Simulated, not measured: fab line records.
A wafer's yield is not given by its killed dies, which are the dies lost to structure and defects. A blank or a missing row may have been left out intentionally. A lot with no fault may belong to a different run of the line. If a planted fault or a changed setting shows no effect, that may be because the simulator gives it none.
fab line records | flow n5_finfet | part 1 of 2: steps 1 to 14 of 26
[record] lots = 5 wafers = 15 last_day = 17
route steps=1938 shown BEOL_M0_CUTY@709 BEOL_M0@715
lots that met no fault: from a run of the same line without faults
start_h: hours from the record's first day to the start of the lot's first wafer shown | wait_h: hours from the lot's prior step to this one | " same as the row above | L1.1+2: a row that stands for several wafers | - value missing, or start not given | * or withheld: withheld | < > ~ a bound
route shown NAME@n: NAME is a module with steps in the file, n the number in the route of the first one | usual: mean/standard deviation of fault-free wafers | same: alike in all rows | chamber/n: place in a boat | sites: the reading at each site | _std_site: standard deviation across them | _edge_site: inner sites' mean taken away from outer sites' mean | radius_mm: for every site, how far away it sits from the centre of the wafer | mask NAME#n: copy n | behind: the tool/chamber that last shaped the wafer | hold: why the lot went on hold/how many hours it stayed there/how the hold came to an end | device: whichever transistor did not switch (one of n, p or np) | end of line: the tests these same wafers got at the end of their route | where a step has no rows: the recipe by itself | killed: at the first sort, the dies lost to defects and structure; wafer yield is something else | map: shows each die of a wafer: x if killed, . if not, _ if none is there
set.NAME: the run value of the setting; set.NAME@STEP: its run value at that earlier step | model.NAME: the simulator's own value behind a step, which no gauge read
lots seen at some steps along the route; tables by step, rows by wafer
services: from which hour (start_h, from the record's first day; less than 0 if before it) a tool's chamber was out of use, for how many hours, and why
[[steps]]
[step N5_BEOL_M0_CUTY_OVL_MEAS_58]
[recipe] points_per_wafer = 44
[usual] M0_ABLK_OVL = 0.6/0.71
// columns lot.wafer tool chamber start_h wait_h M0_ABLK_OVL[nm]
L074.1 overlay-02 0 121.93 0.1 -0.3
L074.3 " 0 " " 0.4
L074.4 " 0 " " -0.8
L082.2 overlay-02 0 162.30 0.0 0.6
L082.3 " 0 " " 0.9
L082.6 " 0 " " 1.1
L087.2 overlay-02 0 195.20 0.0 0.7
L087.3 " 0 " " 0.4
L087.5 " 0 " " 0.2
L092.1 overlay-02 0 218.63 0.0 1.0
L092.3 " 0 " " 1.2
L092.6 " 0 " " 1.6
L093.1 overlay-02 0 229.73 0.0 1.1
L093.4 " 0 " " 2.1
L093.6 " 0 " " 1.0
[step N5_BEOL_M0_CUTY_INSPECT_59]
[recipe] mode = adi inspect_instrument = macro
[usual] raw_defect_count = 2.1/1.5
// columns lot.wafer tool chamber start_h wait_h raw_defect_count
L074.1 defect_inspect-02 - 121.95 0.0 0
L074.3 " - " " 2
L074.4 " - " " 1
L082.2 defect_inspect-02 - 162.33 0.0 2
L082.3 " - " " 3
L082.6 " - " " 3
L087.2 defect_inspect-02 - 195.22 0.0 3
L087.3 " - " " 1
L087.5 " - " " 5
L092.1 defect_inspect-02 - 218.65 0.0 3
L092.3 " - " " 2
L092.6 " - " " 4
L093.1 defect_inspect-01 - 229.75 0.0 1
L093.4 " - " " 0
L093.6 " - " " 4
[step N5_BEOL_M0_CUTY_DESCUM_61]
[recipe] chemistry = O2 time_s = 7.9 source_power_w = 50 bias_power_w = 20 pressure_mtorr = 20 rf_frequency_hz = 2.712e+07 temp_c = 40 resist = CAR-ArF-block o2_flow_sccm = 225
[usual] drypump_motor_current_A = 5.7/0.37 oes_product_au = 0.80/0.1 rf_vpp_V = 243.1/1.1 showerhead_plenum_p_Torr = 2.08/0.055 throttle_valve_pct = 20.3/0.31
// columns lot.wafer tool chamber start_h wait_h drypump_motor_current_A oes_product_au rf_hours_counter_h rf_vpp_V showerhead_plenum_p_Torr throttle_valve_pct
L074.1 rie_diel-01 3 122.42 0.5 5.3 0.72 166 244.5 2.18 20.4
L074.3 " 2 " " 5.9 0.69 248 243.2 2.06 20.4
L074.4 " 1 " " 5.7 0.88 38 244.3 2.12 19.8
L082.2 rie_diel-04 2 162.36 0.0 5.5 0.86 52 242.9 2.04 20.1
L082.3 " 0 " " 6.1 0.71 225 242.0 2.04 20.2
L082.6 " 3 " " 4.9 0.77 - 242.8 1.98 20.3
L087.2 rie_diel-03 1 195.69 0.5 5.1 0.89 17 243.6 2.13 20.3
L087.3 " 3 " " 5.4 0.68 238 242.2 2.07 20.9
L087.5 " 0 " " 6.4 0.71 - 241.7 2.07 20.5
L092.1 rie_diel-01 1 218.69 0.0 5.7 0.84 74 243.2 2.10 19.8
L092.3 " 3 " " 5.3 0.69 200 245.0 2.17 20.5
L092.6 " 2 " " 5.9 0.91 - 243.6 2.05 20.1
L093.1 rie_diel-01 1 229.79 0.0 5.8 0.83 77 242.5 2.10 19.8
L093.4 " 0 " " 5.7 0.71 228 242.2 1.98 20.4
L093.6 " 2 " " 5.9 0.91 - 242.2 2.05 20.2
[step N5_BEOL_M0_CUTY_ETCH_62]
[recipe] chemistry = CF4 target = SiARC mask_material = CAR-ArF-block time_s = 58.5 ion_energy_ev = 80 pressure_mtorr = 40 source_w = 545 bias_w = 36 Ar_flow_sccm = 100 cf4_flow_sccm = 100 ends = cleared
[usual] drypump_motor_current_A = 5.7/0.37 etch_rf_on_time_s = 57.7/1.3 oes_product_au = 0.69/0.083 rf_vpp_V = 184.1/1.1 showerhead_plenum_p_Torr = 2.14/0.052 throttle_valve_pct = 15.5/0.31
// columns lot.wafer tool chamber start_h wait_h drypump_motor_current_A etch_rf_on_time_s oes_product_au rf_hours_counter_h rf_vpp_V showerhead_plenum_p_Torr throttle_valve_pct
L074.1 rie_diel-01 3 122.45 0.0 5.3 57.7 0.62 166 185.7 2.22 15.6
L074.3 " 2 " " 5.9 58.3 0.57 248 185.0 2.12 15.8
L074.4 " 1 " " 5.8 57.5 0.74 38 185.3 2.19 15.1
L082.2 rie_diel-04 2 162.39 0.0 5.5 56.4 0.73 52 182.9 2.08 15.3
L082.3 " 0 " " 6.1 57.3 0.62 225 185.1 2.11 15.7
L082.6 " 3 " " 4.9 60.9 0.65 - 182.9 2.05 15.7
L087.2 rie_diel-03 1 195.73 0.0 5.1 55.9 0.78 17 184.0 2.17 15.3
L087.3 " 3 " " 5.4 58.2 0.59 238 184.4 2.09 16.0
L087.5 " 0 " " 6.3 59.2 0.60 - 184.1 2.14 15.8
L092.1 rie_diel-01 1 218.72 0.0 5.8 56.3 0.73 74 184.6 2.18 15.1
L092.3 " 3 " " 5.3 59.2 0.59 200 185.6 2.21 15.7
L092.6 " 2 " " 5.9 59.4 0.77 - 183.6 2.12 15.4
L093.1 rie_diel-01 1 229.82 0.0 5.7 56.8 0.70 77 185.9 2.17 15.2
L093.4 " 0 " " 5.7 57.0 0.62 228 181.6 2.04 15.7
L093.6 " 2 " " 5.9 59.1 0.77 - 182.6 2.12 15.4
[step N5_BEOL_M0_CUTY_ETCH_63]
[recipe] chemistry = N2/H2 target = SOC target_depth_a = 827 overetch_a = 165 mask_material = SiARC temp_c = 40 ion_energy_ev = 200 time_s = 124 pressure_mtorr = 30 source_w = 840 bias_w = 150 n2_flow_sccm = 200 h2_flow_sccm = 200
[usual] drypump_motor_current_A = 5.7/0.37 h2_flow_sccm = 200.0/0.64 oes_product_au = 0.65/0.075 rf_vpp_V = 523.7/2 showerhead_plenum_p_Torr = 2.53/0.063 throttle_valve_pct = 17.7/0.31
// columns lot.wafer tool chamber start_h wait_h drypump_motor_current_A h2_flow_sccm oes_product_au rf_hours_counter_h rf_vpp_V showerhead_plenum_p_Torr throttle_valve_pct
L074.1 rie_diel-01 3 122.50 0.0 5.3 199.7 0.59 166 525.5 2.63 17.7
L074.3 " 2 " " 5.9 200.7 0.55 248 521.9 2.51 18.0
L074.4 " 1 " " 5.8 200.0 0.70 38 525.6 2.58 17.2
L082.2 rie_diel-04 2 162.44 0.0 5.5 199.2 0.68 52 522.9 2.46 17.3
L082.3 " 0 " " 6.1 199.5 0.60 225 522.1 2.48 17.6
L082.6 " 3 " " 4.9 200.7 0.63 - 520.6 2.46 18.0
L087.2 rie_diel-03 1 195.77 0.0 5.1 200.9 0.73 18 525.4 2.58 17.7
L087.3 " 3 " " 5.5 200.1 0.56 238 521.8 2.52 18.3
L087.5 " 0 " " 6.4 199.9 0.58 - 524.2 2.51 17.8
L092.1 rie_diel-01 1 218.77 0.0 5.7 199.0 0.67 74 524.8 2.57 17.2
L092.3 " 3 " " 5.3 200.9 0.57 200 526.1 2.62 17.8
L092.6 " 2 " " 5.9 200.3 0.74 - 521.5 2.50 17.6
L093.1 rie_diel-01 1 229.87 0.0 5.7 199.7 0.66 77 523.8 2.57 17.2
L093.4 " 0 " " 5.7 200.2 0.58 228 519.0 2.40 17.7
L093.6 " 2 " " 5.9 199.4 0.74 - 522.4 2.50 17.6
[step N5_BEOL_M0_CUTY_STRIP_64]
[recipe] chemistry = N2/H2 temp_c = 40 n2_flow_sccm = 200 h2_flow_sccm = 200 rf_frequency_hz = 6e+07
// columns lot.wafer tool chamber start_h wait_h
L074.1+3+4 rie_diel-01 3,2,1 122.61 0.1
L082.2+3+6 rie_diel-04 2,0,3 162.55 0.1
L087.2+3+5 rie_diel-03 1,3,0 195.89 0.1
L092.1+3+6 rie_diel-01 1,3,2 218.88 0.1
L093.1+4+6 rie_diel-01 1,0,2 229.98 0.1
[step N5_BEOL_M0_ETCH_138]
[recipe] chemistry = CH3F/O2 target_depth_a = 120 target = SiCN time_s = 31.6 ion_energy_ev = 120 pressure_mtorr = 30 source_w = 395 bias_w = 75 Ar_flow_sccm = 150 CH3F_flow_sccm = 30 O2_flow_sccm = 20 ends = cleared
[usual] drypump_motor_current_A = 5.7/0.37 etch_rf_on_time_s = 28.9/1 oes_product_au = 0.68/0.082 rf_vpp_V = 297.3/1.3 showerhead_plenum_p_Torr = 2.00/0.056 throttle_valve_pct = 16.21/0.29
// columns lot.wafer tool chamber start_h wait_h drypump_motor_current_A etch_rf_on_time_s oes_product_au rf_hours_counter_h rf_vpp_V showerhead_plenum_p_Torr throttle_valve_pct
L074.1 rie_diel-01 3 122.62 0.0 5.3 29.7 0.61 166 297.8 2.09 16.38
L074.3 " 2 " " 5.9 28.7 0.57 248 296.7 1.99 16.55
L074.4 " 1 " " 5.8 30.0 0.74 39 298.2 2.05 15.84
L082.2 rie_diel-04 2 162.56 0.0 5.5 28.7 0.72 52 296.4 1.94 15.97
L082.3 " 0 " " 6.0 29.8 0.62 225 297.8 1.96 16.30
L082.6 " 3 " " 5.0 31.5 0.65 - 295.7 1.92 16.38
L087.2 rie_diel-03 1 195.90 0.0 5.1 28.2 0.76 18 297.3 2.04 16.15
L087.3 " 3 " " 5.4 28.8 0.58 238 297.1 1.95 16.71
L087.5 " 0 " " 6.4 30.9 0.61 - 297.2 1.99 16.52
L092.1 rie_diel-01 1 218.89 0.0 5.8 28.2 0.71 74 296.9 2.04 15.91
L092.3 " 3 " " 5.3 28.2 0.59 200 299.3 2.08 16.45
L092.6 " 2 " " 5.9 29.7 0.77 - 297.2 1.98 16.14
L093.1 rie_diel-01 1 229.99 0.0 5.7 29.0 0.70 77 298.2 2.04 15.89
L093.4 " 0 " " 5.7 27.7 0.62 228 295.0 1.88 16.35
L093.6 " 2 " " 5.9 29.2 0.76 - 295.6 1.98 16.17
[step N5_BEOL_M0_HM_OPEN_105]
[recipe] chemistry = Cl2/BCl3 target_depth_a = 120 target = TiN ion_energy_ev = 150 pressure_mtorr = 10 icp_w = 1000 bias_w = 126 Cl2_flow_sccm = 53.25 bcl3_flow_sccm = 21.75 Ar_flow_sccm = 25
[usual] drypump_motor_current_A = 5.8/0.4 mfc_cl2_sccm = 53.25/0.17 oes_product_au = 0.81/0.11 throttle_valve_pct = 21.6/0.31
// columns lot.wafer tool chamber start_h wait_h drypump_motor_current_A mfc_cl2_sccm oes_product_au rf_hours_counter_h throttle_valve_pct
L074.1 rie_metal-02 1 122.84 0.2 5.0 53.35 0.79 33 21.3
L074.3 " 1 " " 5.0 53.30 0.79 - 21.4
L074.4 " 0 " " 5.9 52.97 0.86 - 21.3
L082.2 rie_metal-01 0 164.86 2.3 5.8 53.30 0.86 19 21.3
L082.3 " 1 " " 5.2 53.16 0.80 - 21.7
L082.6 " 1 " " 5.3 53.12 0.79 - 21.8
L087.2 rie_metal-02 0 197.37 1.4 5.9 53.24 0.82 - 21.3
L087.3 " 0 " " 5.9 52.99 0.83 - 21.3
L087.5 " 0 " " 5.9 53.31 0.83 - 21.3
L092.1 rie_metal-03 1 220.97 2.0 6.2 53.26 0.96 1 21.7
L092.3 " 1 " " 6.2 53.39 0.95 - 21.7
L092.6 " 1 " " 6.2 53.08 0.96 - 21.7
L093.1 rie_metal-01 0 230.57 0.5 5.8 53.33 0.83 25 21.3
L093.4 " 0 " " 5.8 53.22 0.84 - 21.3
L093.6 " 1 " " 5.3 53.15 0.78 - 21.7
[step N5_BEOL_M0_STRIP_140]
[recipe] chemistry = CF4 resist = SiARC power_w = 300 bias_power_w = 75 pressure_mtorr = 50 cf4_flow_sccm = 150 rf_frequency_hz = 6e+07
[usual] drypump_motor_current_A = 5.6/0.4 oes_product_au = 0.79/0.083 rf_vpp_V = 270.6/1.4 showerhead_plenum_p_Torr = 1.77/0.037 throttle_valve_pct = 13.5/0.31
// columns lot.wafer tool chamber start_h wait_h drypump_motor_current_A oes_product_au rf_hours_counter_h rf_vpp_V showerhead_plenum_p_Torr throttle_valve_pct
L074.1 rie_diel-03 0 123.02 0.1 6.3 0.73 164 269.9 1.80 13.8
L074.3 " 2 " " 5.6 0.93 9 271.4 1.83 13.0
L074.4 " 0 " " 6.4 0.73 - 270.9 1.80 13.8
L082.2 rie_diel-04 2 165.08 0.2 5.5 0.82 53 271.2 1.75 13.3
L082.3 " 3 " " 4.9 0.76 161 270.3 1.72 13.6
L082.6 " 1 " " 5.4 0.89 - 270.5 1.75 13.4
L087.2 rie_diel-04 2 197.69 0.3 5.5 0.80 64 269.6 1.74 13.3
L087.3 " 1 " " 5.4 0.87 33 271.4 1.75 13.4
L087.5 " 1 " " 5.4 0.87 - 269.0 1.75 13.4
L092.1 rie_diel-03 1 221.44 0.4 5.1 0.87 25 269.9 1.81 13.3
L092.3 " 2 " " 5.6 0.87 44 272.3 1.82 13.1
L092.6 " 3 " " 5.4 0.66 - 271.2 1.75 14.0
L093.1 rie_diel-04 1 230.79 0.2 5.4 0.85 47 268.7 1.75 13.4
L093.4 " 1 " " 5.4 0.84 - 268.7 1.75 13.4
L093.6 " 0 " " 6.1 0.68 - 271.2 1.76 13.8
[step N5_BEOL_M0_STRIP_104]
[recipe] chemistry = N2/H2 power_w = 450 temp_c = 40 pressure_mtorr = 20 rf_frequency_hz = 6e+07 overash_fraction = 0.3 bias_power_w = 7 h2_frac = 0.5 n2_flow_sccm = 200 h2_flow_sccm = 200
[usual] drypump_motor_current_A = 5.6/0.4 h2_flow_sccm = 199.9/0.53 oes_product_au = 0.80/0.094 rf_vpp_V = 59.1/1.5 showerhead_plenum_p_Torr = 2.51/0.058 throttle_valve_pct = 23.4/0.34
// columns lot.wafer tool chamber start_h wait_h drypump_motor_current_A h2_flow_sccm oes_product_au rf_hours_counter_h rf_vpp_V showerhead_plenum_p_Torr throttle_valve_pct
L074.1 rie_diel-03 0 123.04 0.0 6.3 200.3 0.74 164 58.0 2.52 23.4
L074.3 " 2 " " 5.7 200.4 0.98 9 60.5 2.60 23.1
L074.4 " 0 " " 6.4 200.0 0.73 - 58.2 2.52 23.4
L082.2 rie_diel-04 2 165.10 0.0 5.5 200.8 0.85 53 57.2 2.45 22.8
L082.3 " 3 " " 4.9 200.7 0.77 161 57.0 2.45 23.8
L082.6 " 1 " " 5.4 200.1 0.93 - 58.6 2.48 23.7
L087.2 rie_diel-04 2 197.71 0.0 5.5 201.0 0.83 64 61.1 2.45 22.9
L087.3 " 1 " " 5.4 200.0 0.89 33 59.3 2.48 23.7
L087.5 " 1 " " 5.4 200.1 0.89 - 59.7 2.48 23.7
L092.1 rie_diel-03 1 221.46 0.0 5.1 200.1 0.88 25 61.9 2.58 23.6
L092.3 " 2 " " 5.6 200.0 0.90 44 58.9 2.58 23.1
L092.6 " 3 " " 5.4 199.8 0.67 - 58.7 2.51 24.0
L093.1 rie_diel-04 1 230.81 0.0 5.4 199.5 0.88 47 57.1 2.48 23.7
L093.4 " 1 " " 5.4 200.4 0.87 - 60.8 2.47 23.7
L093.6 " 0 " " 6.1 200.5 0.71 - 58.9 2.46 23.1
[step N5_BEOL_M0_WET_ETCH_106]
[recipe] chemistry = DHF dilution = 10:1 temp_c = 25 target = SiO2 target_depth_a = 1300 dry = ipa_marangoni rinse_time_s = 30 rinse_temp_c = 23
[same] rinse_time_s = 30
// columns lot.wafer tool chamber start_h wait_h
L074.1+3+4 wet_bench-02 6,3,5 123.11 -
L082.2+3+6 wet_bench-02 1,4,0 165.17 -
L087.2+3+5 wet_bench-02 2,1,3 197.79 -
L092.1+3+6 wet_bench-02 0,2,1 221.53 -
L093.1+4+6 wet_bench-02 3,4,2 230.88 -
[step N5_BEOL_M0_ETCH_128]
[recipe] chemistry = CF4/N2 target_depth_a = 120 overetch_a = 51 target = SiCN time_s = 21.4 ion_energy_ev = 150 pressure_mtorr = 40 source_w = 430 bias_w = 70 Ar_flow_sccm = 100 cf4_flow_sccm = 60 n2_flow_sccm = 60
[usual] drypump_motor_current_A = 5.6/0.38 oes_product_au = 0.55/0.061 rf_vpp_V = 381.9/1.5 showerhead_plenum_p_Torr = 2.19/0.055 throttle_valve_pct = 15.32/0.27
// columns lot.wafer tool chamber start_h wait_h drypump_motor_current_A oes_product_au rf_hours_counter_h rf_vpp_V showerhead_plenum_p_Torr throttle_valve_pct
L074.1 rie_diel-04 1 123.25 0.1 5.4 0.64 8 383.4 2.15 15.20
L074.3 " 2 " " 5.5 0.59 39 381.9 2.15 15.06
L074.4 " 0 " " 6.0 0.51 213 381.4 2.17 15.46
L082.2 rie_diel-03 1 165.56 0.4 5.1 0.64 8 382.7 2.24 15.16
L082.3 " 3 " " 5.4 0.48 227 382.6 2.17 15.85
L082.6 " 0 " " 6.4 0.51 - 380.7 2.20 15.66
L087.2 rie_diel-01 2 197.84 0.0 5.9 0.63 15 381.2 2.18 15.19
L087.3 " 0 " " 5.8 0.49 219 380.1 2.09 15.53
L087.5 " 2 " " 5.9 0.65 - 382.1 2.18 15.19
L092.1 rie_diel-03 0 221.59 0.0 6.3 0.49 199 382.7 2.20 15.68
L092.3 " 3 " " 5.4 0.47 246 381.7 2.16 15.88
L092.6 " 2 " " 5.6 0.61 - 383.7 2.23 14.90
L093.1 rie_diel-03 2 231.01 0.1 5.6 0.61 46 383.5 2.23 14.89
L093.4 " 0 " " 6.3 0.48 202 382.4 2.20 15.69
L093.6 " 0 " " 6.3 0.48 - 380.9 2.20 15.68
[step N5_BEOL_M0_TRENCH_ETCH_107]
[recipe] chemistry = C4F6/O2 target_depth_a = 328 target = SiOC time_s = 16.4 ion_energy_ev = 250 pressure_mtorr = 30 source_w = 355 bias_w = 185 Ar_flow_sccm = 300 C4F6_flow_sccm = 10 O2_flow_sccm = 10
[usual] drypump_motor_current_A = 5.6/0.39 oes_product_au = 0.80/0.09 rf_vpp_V = 656/14 showerhead_plenum_p_Torr = 2.82/0.079 throttle_valve_pct = 20.74/0.25
// columns lot.wafer tool chamber start_h wait_h drypump_motor_current_A oes_product_au rf_hours_counter_h rf_vpp_V showerhead_plenum_p_Torr throttle_valve_pct
L074.1 rie_diel-04 1 123.29 0.0 5.4 0.95 8 664 2.77 20.62
L074.3 " 2 " " 5.5 0.86 39 666 2.77 20.45
L074.4 " 0 " " 6.1 0.73 213 671 2.80 20.77
L082.2 rie_diel-03 1 165.60 0.0 5.1 0.92 9 627 2.91 20.74
L082.3 " 3 " " 5.5 0.69 227 655 2.79 21.15
L082.6 " 0 " " 6.4 0.72 - 641 2.84 21.03
L087.2 rie_diel-01 2 197.89 0.0 5.9 0.93 15 647 2.83 20.80
L087.3 " 0 " " 5.8 0.73 219 671 2.69 20.76
L087.5 " 2 " " 5.9 0.92 - 647 2.83 20.79
L092.1 rie_diel-03 0 221.63 0.0 6.4 0.70 199 641 2.83 21.07
L092.3 " 3 " " 5.5 0.67 246 654 2.78 21.18
L092.6 " 2 " " 5.6 0.89 - 675 2.87 20.24
L093.1 rie_diel-03 2 231.06 0.0 5.6 0.88 46 676 2.87 20.24
L093.4 " 0 " " 6.4 0.71 202 645 2.83 21.07
L093.6 " 0 " " 6.4 0.71 - 643 2.83 21.06
[step N5_BEOL_M0_STRIP_142]
[recipe] chemistry = N2/H2 time_s = 10 power_w = 450 temp_c = 40 pressure_mtorr = 20 rf_frequency_hz = 6e+07 bias_power_w = 7 n2_flow_sccm = 200 h2_flow_sccm = 200
[usual] drypump_motor_current_A = 5.6/0.39 h2_flow_sccm = 200.0/0.62 oes_product_au = 0.80/0.093 rf_vpp_V = 59.1/0.86 showerhead_plenum_p_Torr = 2.51/0.064 throttle_valve_pct = 23.4/0.31
// columns lot.wafer tool chamber start_h wait_h drypump_motor_current_A h2_flow_sccm oes_product_au rf_hours_counter_h rf_vpp_V showerhead_plenum_p_Torr throttle_valve_pct
L074.1 rie_diel-04 1 123.32 0.0 5.4 200.1 0.95 8 59.1 2.49 23.6
L074.3 " 2 " " 5.5 200.4 0.87 39 58.8 2.46 22.8
L074.4 " 0 " " 6.0 200.4 0.73 213 59.1 2.48 23.1
L082.2 rie_diel-03 1 165.63 0.0 5.1 199.4 0.92 9 56.8 2.58 23.6
L082.3 " 3 " " 5.4 199.0 0.68 227 59.1 2.52 24.0
L082.6 " 0 " " 6.4 200.3 0.72 - 59.3 2.51 23.4
L087.2 rie_diel-01 2 197.91 0.0 5.9 201.0 0.93 15 59.7 2.50 23.4
L087.3 " 0 " " 5.8 199.7 0.72 219 57.7 2.40 23.3
L087.5 " 2 " " 5.9 201.4 0.93 - 59.9 2.50 23.4
L092.1 rie_diel-03 0 221.66 0.0 6.4 199.1 0.71 199 58.7 2.51 23.4
L092.3 " 3 " " 5.4 199.5 0.66 246 58.5 2.51 24.0
L092.6 " 2 " " 5.6 200.8 0.89 - 59.7 2.58 23.1
L093.1 rie_diel-03 2 231.08 0.0 5.6 200.7 0.89 46 60.1 2.58 23.1
L093.4 " 0 " " 6.4 199.7 0.70 202 59.1 2.50 23.5
L093.6 " 0 " " 6.4 198.8 0.70 - 59.7 2.50 23.4
